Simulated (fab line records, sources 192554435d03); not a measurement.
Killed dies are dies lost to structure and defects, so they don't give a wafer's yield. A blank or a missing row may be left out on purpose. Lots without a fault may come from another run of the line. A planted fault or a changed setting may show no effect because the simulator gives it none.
Problem report in the 8D (eight disciplines) form, filled by code | flow n5_finfet | the parts of the form that need people (team, actions taken, sign-off) are left out

1. THE PROBLEM
spin_speed_rpm at N5_BEOL_M10_COAT_05 reads a mean of 1561.5 rpm on 6 wafers of 2 lots; wafers without a fault read 1500.0 rpm with a standard deviation of 0.84. That is +73 standard deviations from the usual mean.
The step: resist thk 90 nm.
First seen on wafer L325.1, day 12 11:15, on litho_track-01. The record holds 18 wafers of 6 lots with a number at this step. Rule for "out", or "out of limits": more than 4 standard deviations from the usual mean. The other wafers with a number count as sound.

2. WHAT IT IS AND WHAT IT IS NOT
question                    | is                     | is not
which readings at this step | spin_speed_rpm         | dispense_pressure_kPa
which lots                  | L325, L327             | L320, L332, L335, L340
which wafers of those lots  | all that have a number | -
read on which tools         | litho_track-01         | litho_track-04, litho_track-05
when                        | from day 12 11:15      | up to then (3 sound wafers); but 9 sound wafers of L332, L335, L340 came after

3. SUSPECTS, AND WHAT RULES EACH OUT
Counting: a tool at a process step up to the reading stays a suspect if it ran every lot that is out and no sound lot after the first of them.
- pecvd-01 at N5_BEOL_M10_ILD_DEP_00 (deposits SiCOH lowk from DEMS/porogen, target thk 308.51 nm, time 58 s): ruled out as a lasting fault. Sound lots L332, L335, L340 ran on it after its first lot that is out, L325 (day 12 08:59).
- litho_track-01 at N5_BEOL_M10_COAT_05 (resist thk 90 nm): ruled out as a lasting fault. Sound lots L340 ran on it after its first lot that is out, L325 (day 12 11:15).
Left after counting: nothing in the record.

4. THE CAUSE (what the simulator had put in)
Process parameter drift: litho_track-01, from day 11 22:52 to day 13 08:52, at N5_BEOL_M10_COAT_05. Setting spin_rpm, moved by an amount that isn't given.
Counting ruled it out, wrongly.

5. THE CHAIN OF EFFECTS, in route order
Each row: a reading whose mean over the struck wafers that have a number lies more than 3 standard deviations from the usual. Only readings for which the record gives a usual standard deviation are gone through. hours: the time from each lot's start at the first step in this table that gives one to its start at this step, as a median over the lots. sigmas: the change in usual standard deviations.
hours | step                | reading        | usual      | on struck wafers | change | sigmas
0     | N5_BEOL_M10_COAT_05 | spin_speed_rpm | 1500.0 rpm | 1561.5           | +61.5  | +73
The process steps in it:
- N5_BEOL_M10_COAT_05: resist thk 90 nm.
Later measuring or inspecting steps at which every struck wafer that the step has a row for has a number for every such reading, and none has moved that far: N5_BEOL_M10_CD_MEAS_11, N5_BEOL_M10_OVL_MEAS_12, N5_BEOL_M10_INSPECT_13.

6. WHAT WOULD HAVE CAUGHT IT SOONER
In this record the first reading out of limits was taken at day 12 11:15, 12 hours after the fault began at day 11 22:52.
